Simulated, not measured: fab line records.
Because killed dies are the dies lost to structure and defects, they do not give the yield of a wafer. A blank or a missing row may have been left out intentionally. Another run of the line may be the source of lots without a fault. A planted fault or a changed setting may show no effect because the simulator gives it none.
fab line records	flow n5Finfet	part 2 of 2: steps 5 to 6 of 6
[record] lots = 22	wafers = 66	lastDay = 19
route steps=1938 shown MOL_CONTACT_COAG@602 BEOL_M0_SAQP@652
lots that met no fault: taken from a fault-free run of the same line
startH: the number of hours between the record's first day and the start of the first shown wafer of the lot	waitH: hours since the lot's step before	" unchanged from the row above	L1.1+2: a row that stands for several wafers	- no value, or no start given	* or withheld: withheld	< > ~ a bound
route shown NAME@n: names a module that has steps shown in the file, with the first one's number in the route	usual: mean/standard deviation of fault-free wafers	same: alike in all rows	chamber/n: place in a boat	sites: the reading at each site	_std_site: the values' standard deviation	_edge_site: inner sites' mean taken away from outer sites' mean	radiusMm: for every site, how far away it sits from the centre of the wafer	mask NAME#n: copy n	behind: the last tool/chamber to shape the wafer	hold: cause of the lot's hold/its duration in hours/its outcome	device: names the non-switching transistor (n, p or np)	end of line: the same wafers' tests at the end of the route	a step without rows: its recipe alone	killed: at the first sort, the dies lost to defects and structure; wafer yield is something else	map: a wafer's dies, marking killed ones x, the rest . and places with no die _
set.NAME: the setting as run; set.NAME@STEP: as run at that earlier step	model.NAME: the simulator's own value behind a step, which no gauge read
steps of the route over a sample of lots; a table a step, a row a wafer
services: a tool's chamber out of use, with start hour (startH, from the record's first day; less than 0 if before it), hours out, and reason
[[steps]]
[step N5_BEOL_M0_SAQP_MANDREL1_REMOVE_100]
[recipe] chemistry = HBr/Cl2/O2	btTimeS = 10	target = a-Si	stopOn = SiNx	endpoint = OES-SiCl	overEtchFrac = 0.85	icpW = 600	biasW = 30	HBr_flow_sccm = 150	Cl2_flow_sccm = 80	O2_flow_sccm = 5	pressureMtorr = 10
[usual] drypumpMotorCurrentA = 5.5/0.56	oesProductAu = 0.996/0.017	throttleValvePct = 36.8/0.34
lot.wafer	tool	chamber	startH	waitH	drypumpMotorCurrentA	oesProductAu	rfHoursCounterH	throttleValvePct
L074.1	rieSi-04	1	113.92	0.1	6.6	1.035	7	37.0
L074.2	"	0	"	"	6.3	1.000	1	36.3
L074.3	"	3	"	"	5.0	0.987	0	36.5
L075.1	rieSi-03	1	119.98	0.1	5.7	0.983	30	36.2
L075.4	"	3	"	"	5.9	1.018	157	36.8
L075.5	"	0	"	"	5.0	0.987	-	36.5
L077.2	rieSi-01	2	128.40	0.1	5.1	0.973	101	36.8
L077.3	"	3	"	"	4.8	0.975	174	37.1
L077.6	"	1	"	"	5.7	0.976	-	36.6
L078.2	rieSi-04	1	132.59	0.1	6.5	1.039	8	37.0
L078.5	"	3	"	"	5.0	0.990	-	36.5
L078.6	"	1	"	"	6.6	1.028	-	37.0
L079.3	rieSi-03	3	140.87	0.1	5.8	1.007	158	36.8
L079.4	"	2	"	"	6.2	1.021	128	37.0
L079.6	"	1	"	"	5.8	0.977	-	36.2
L080.1	rieSi-01	1	142.82	0.1	5.7	0.976	111	36.6
L080.2	"	0	"	"	5.2	1.006	1	37.3
L080.6	"	3	"	"	4.8	1.000	-	37.1
L081.1	rieSi-01	1	159.74	0.1	5.7	0.986	111	36.6
L081.3	"	2	"	"	5.1	0.996	102	36.8
L081.6	"	1	"	"	5.7	0.983	-	36.6
L082.1	rieSi-04	0	162.01	0.1	6.3	0.979	2	36.3
L082.2	"	1	"	"	6.6	1.025	8	37.0
L082.6	"	3	"	"	5.1	0.985	-	36.5
L083.1	rieSi-03	2	167.87	0.1	6.2	1.032	128	37.0
L083.3	"	0	"	"	5.0	0.987	45	36.5
L083.5	"	1	"	"	5.8	0.984	-	36.2
L084.1	rieSi-01	0	172.10	0.1	5.2	0.996	2	37.3
L084.2	"	3	"	"	4.8	0.984	174	37.2
L084.5	"	3	"	"	4.8	0.999	-	37.1
L086.1	rieSi-01	0	182.72	0.1	5.2	0.995	2	37.3
L086.4	"	1	"	"	5.7	0.978	111	36.6
L086.5	"	3	"	"	4.8	0.991	-	37.1
L085.1	rieSi-01	1	186.15	0.1	5.6	0.970	111	36.6
L085.2	"	2	"	"	5.1	0.991	102	36.8
L085.6	"	3	"	"	4.8	0.993	-	37.2
L088.1	rieSi-03	2	194.67	0.1	6.2	1.031	129	37.0
L088.2	"	0	"	"	5.0	0.990	45	36.5
L088.5	"	0	"	"	5.0	0.995	-	36.5
L089.1	rieSi-01	0	202.74	0.1	5.2	1.005	2	37.3
L089.2	"	2	"	"	5.1	0.995	103	36.8
L089.5	"	3	"	"	4.7	1.005	-	37.2
L090.1	rieSi-01	0	203.39	0.1	5.2	0.992	2	37.3
L090.4	"	3	"	"	4.8	0.985	175	37.1
L090.5	"	3	"	"	4.8	0.986	-	37.1
L091.3	rieSi-01	1	208.60	0.1	5.7	0.974	112	36.6
L091.4	"	0	"	"	5.2	0.988	2	37.3
L091.5	"	0	"	"	5.2	0.995	-	37.3
L092.1	rieSi-04	2	213.68	0.1	5.1	1.019	152	36.6
L092.3	"	1	"	"	6.6	1.023	9	37.0
L092.5	"	0	"	"	6.3	0.989	-	36.3
L093.3	rieSi-03	1	222.16	0.1	5.8	0.968	32	36.2
L093.5	"	3	"	"	5.9	1.010	-	36.8
L093.6	"	2	"	"	6.2	1.024	-	37.0
L094.1	rieSi-01	0	227.86	0.1	5.2	0.984	3	37.3
L094.2	"	2	"	"	5.1	0.992	103	36.8
L094.4	"	1	"	"	5.7	0.975	112	36.6
L095.2	rieSi-01	1	232.32	0.1	5.7	0.979	112	36.6
L095.5	"	2	"	"	5.1	0.991	-	36.8
L095.6	"	1	"	"	5.7	0.979	-	36.6
L096.1	rieSi-04	0	236.44	0.1	6.3	0.995	3	36.3
L096.2	"	3	"	"	5.0	0.993	3	36.5
L096.3	"	1	"	"	6.6	1.018	10	37.0
L097.2	rieSi-03	3	244.44	0.1	5.9	1.011	159	36.8
L097.4	"	1	"	"	5.8	0.971	32	36.2
L097.6	"	2	"	"	6.2	1.031	-	37.0
[step N5_BEOL_M0_SAQP_MANDREL2_REMOVE_110]
[recipe] chemistry = HBr/Cl2/O2	btTimeS = 10	target = a-Si	stopOn = SiCN	endpoint = OES-SiCl	overEtchFrac = 1	icpW = 600	biasW = 30	HBr_flow_sccm = 150	Cl2_flow_sccm = 80	O2_flow_sccm = 5	pressureMtorr = 10
[usual] drypumpMotorCurrentA = 5.5/0.59	oesProductAu = 1.000/0.018	throttleValvePct = 36.7/0.32
lot.wafer	tool	chamber	startH	waitH	drypumpMotorCurrentA	oesProductAu	rfHoursCounterH	throttleValvePct
L074.1	rieSi-04	1	115.79	0.1	6.6	1.032	7	37.0
L074.2	"	2	"	"	5.1	1.012	150	36.6
L074.3	"	3	"	"	5.0	0.982	0	36.5
L075.1	rieSi-04	1	121.99	0.1	6.5	1.026	7	37.0
L075.4	"	2	"	"	5.1	1.012	150	36.6
L075.5	"	0	"	"	6.3	0.987	-	36.3
L077.2	rieSi-01	1	130.30	0.1	5.7	0.965	110	36.6
L077.3	"	0	"	"	5.2	0.988	1	37.3
L077.6	"	3	"	"	4.8	0.985	-	37.1
L078.2	rieSi-01	2	134.59	0.1	5.1	0.984	101	36.8
L078.5	"	2	"	"	5.1	0.988	-	36.8
L078.6	"	1	"	"	5.7	0.979	-	36.6
L079.3	rieSi-03	2	142.63	0.1	6.2	1.035	128	37.0
L079.4	"	0	"	"	5.0	0.992	44	36.5
L079.6	"	3	"	"	5.9	1.008	-	36.8
L080.1	rieSi-04	0	145.63	0.1	6.3	0.995	2	36.3
L080.2	"	3	"	"	5.1	0.991	1	36.5
L080.6	"	3	"	"	5.1	0.976	-	36.5
L081.1	rieSi-03	1	161.51	0.1	5.8	0.978	30	36.2
L081.3	"	2	"	"	6.2	1.026	128	37.0
L081.6	"	0	"	"	5.0	0.999	-	36.5
L082.1	rieSi-01	1	163.77	0.1	5.7	0.976	111	36.6
L082.2	"	2	"	"	5.0	0.993	102	36.8
L082.6	"	0	"	"	5.2	0.998	-	37.3
L083.1	rieSi-03	2	169.64	0.1	6.2	1.019	128	37.0
L083.3	"	0	"	"	5.0	0.987	45	36.5
L083.5	"	1	"	"	5.8	0.979	-	36.2
L084.1	rieSi-03	2	174.11	0.1	6.2	1.030	128	37.0
L084.2	"	0	"	"	5.1	0.981	45	36.5
L084.5	"	2	"	"	6.2	1.027	-	37.0
L086.1	rieSi-04	1	184.74	0.1	6.6	1.039	9	37.0
L086.4	"	2	"	"	5.1	1.002	151	36.6
L086.5	"	1	"	"	6.6	1.033	-	37.0
L085.1	rieSi-04	0	189.52	0.1	6.3	0.988	2	36.3
L085.2	"	1	"	"	6.6	1.022	9	37.0
L085.6	"	1	"	"	6.6	1.027	-	37.0
L088.1	rieSi-01	1	196.48	0.1	5.7	0.991	111	36.6
L088.2	"	2	"	"	5.0	0.993	103	36.8
L088.5	"	2	"	"	5.1	0.996	-	36.8
L089.1	rieSi-03	1	204.65	0.1	5.8	0.962	31	36.2
L089.2	"	0	"	"	5.1	0.992	46	36.5
L089.5	"	2	"	"	6.2	1.028	-	37.0
L090.1	rieSi-04	2	205.43	0.1	5.1	1.012	151	36.6
L090.4	"	0	"	"	6.3	1.001	3	36.3
L090.5	"	3	"	"	5.1	0.987	-	36.5
L091.3	rieSi-03	0	210.67	0.1	5.0	1.000	46	36.5
L091.4	"	1	"	"	5.8	0.986	31	36.2
L091.5	"	0	"	"	5.0	0.994	-	36.5
L092.1	rieSi-01	0	215.99	0.1	5.2	0.988	2	37.3
L092.3	"	1	"	"	5.6	0.969	112	36.6
L092.5	"	1	"	"	5.7	0.974	-	36.6
L093.3	rieSi-04	2	224.01	0.1	5.2	1.004	152	36.6
L093.5	"	0	"	"	6.3	0.994	-	36.3
L093.6	"	1	"	"	6.6	1.031	-	37.0
L094.1	rieSi-04	1	229.88	0.1	6.5	1.034	10	37.0
L094.2	"	2	"	"	5.1	1.010	152	36.6
L094.4	"	0	"	"	6.3	1.009	3	36.3
L095.2	rieSi-01	2	234.45	0.1	5.0	0.995	103	36.8
L095.5	"	3	"	"	4.8	0.988	-	37.1
L095.6	"	0	"	"	5.2	1.010	-	37.3
L096.1	rieSi-04	3	238.45	0.1	5.1	0.995	3	36.5
L096.2	"	1	"	"	6.6	1.034	10	37.0
L096.3	"	2	"	"	5.1	1.008	152	36.6
L097.2	rieSi-01	3	246.55	0.1	4.8	1.003	176	37.2
L097.4	"	1	"	"	5.7	0.983	112	36.6
L097.6	"	3	"	"	4.8	1.003	-	37.2
[[services]]
tool	chamber	startH	hours	kind
rieDiel-02	-	85.35	0.4	repair
rieDiel-03	3	91.98	1.4	repair
rieDiel-05	2	108.52	-	clean
rieDiel-05	2	108.52	-	consumableReplace:focusRing
rieDiel-05	2	108.52	-	consumableReplace:showerhead
rieDiel-05	2	108.52	29.3	scheduledDown
rieDiel-05	2	108.52	29.3	ventCycle
rieDiel-03	-	110.52	4.3	pm
rieDiel-02	2	113.74	6.6	repair
rieDiel-03	0	122.22	3.0	repair
rieDiel-03	0	125.87	9.6	repair
rieSi-04	2	129.46	6.7	repair
rieDiel-01	0	135.30	1.6	repair
rieDiel-06	2	146.56	6.0	repair
rieDiel-03	2	152.31	9.3	repair
rieSi-03	3	157.76	38.0	repair
rieSi-03	-	172.14	0.6	repair
rieDiel-03	1	174.66	6.3	repair
rieSi-03	1	195.80	5.4	repair
rieDiel-01	0	210.39	10.2	repair
rieSi-01	-	217.06	0.4	repair
rieDiel-05	3	226.36	1.8	repair
rieDiel-03	2	241.27	5.7	repair
rieDiel-03	3	244.60	9.1	repair
